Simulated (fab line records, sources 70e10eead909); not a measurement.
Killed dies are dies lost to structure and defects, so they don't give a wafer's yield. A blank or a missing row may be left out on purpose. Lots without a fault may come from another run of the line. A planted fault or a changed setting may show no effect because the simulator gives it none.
Chamber matching | flow nand_harc | NHARC_P_CONTACT_DEP_30 on pecvd-01: 3 sister chambers
The step deposits SiNx, target thk 30 nm. 20 wafers are shown with their chamber, then 10 later ones without.

WAFERS WITH THEIR CHAMBER
wafer  | chamber | heater_power_w (W)
L074.1 | 0       | 796
L074.3 | 1       | 694
L074.4 | 2       | 608
L076.1 | 0       | 751
L076.2 | 2       | 654
L076.6 | 0       | 748
L079.1 | 1       | 744
L079.3 | 0       | 840
L079.5 | 0       | 673
L083.1 | 2       | 639
L083.2 | 1       | 729
L083.5 | 1       | 734
L084.3 | 2       | 651
L084.4 | 2       | 661
L084.5 | 0       | 729
L089.4 | 2       | 638
L089.5 | 1       | 688
L089.6 | 0       | 709
L090.2 | 1       | 775
L090.4 | 0       | 707

SIGNATURES (means of the wafers above)
reading        | chamber 0 | chamber 1 | chamber 2 | scatter within a chamber
heater_power_w | 744.12    | 727.33    | 641.83    | 39.8
Rule: a wafer's distance from a chamber is the root of the sum, over the readings, of the square of ((its reading less the chamber's mean) divided by the reading's scatter). The wafer belongs to the nearest chamber; if the next one is less than 2 further off, it can't be placed. The scatter: the root of (the sum of the squares of (reading less its chamber's mean) over the shown wafers, divided by (wafers less chambers)).

WAFERS WITHOUT THEIR CHAMBER
wafer  | heater_power_w (W)
L090.6 | 782
L092.2 | 764
L092.3 | 638
L092.6 | 625
L093.1 | 797
L093.3 | 644
L093.5 | 782
L095.1 | 590
L095.4 | 753
L095.6 | 578

WHICH CHAMBER EACH WENT THROUGH
wafer  | from the rows above     | in truth
L090.6 | can't be placed: 0 or 1 | 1
L092.2 | can't be placed: 0 or 1 | 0
L092.3 | 2                       | 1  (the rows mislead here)
L092.6 | 2                       | 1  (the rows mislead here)
L093.1 | can't be placed: 0 or 1 | 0
L093.3 | 2                       | 2
L093.5 | can't be placed: 0 or 1 | 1
L095.1 | 2                       | 2
L095.4 | can't be placed: 0 or 1 | 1
L095.6 | 2                       | 2
Placed correctly: 3 of 10. Can't be placed from these rows: 5 (the true chamber is among the candidates in 5). Placed wrongly: 2.
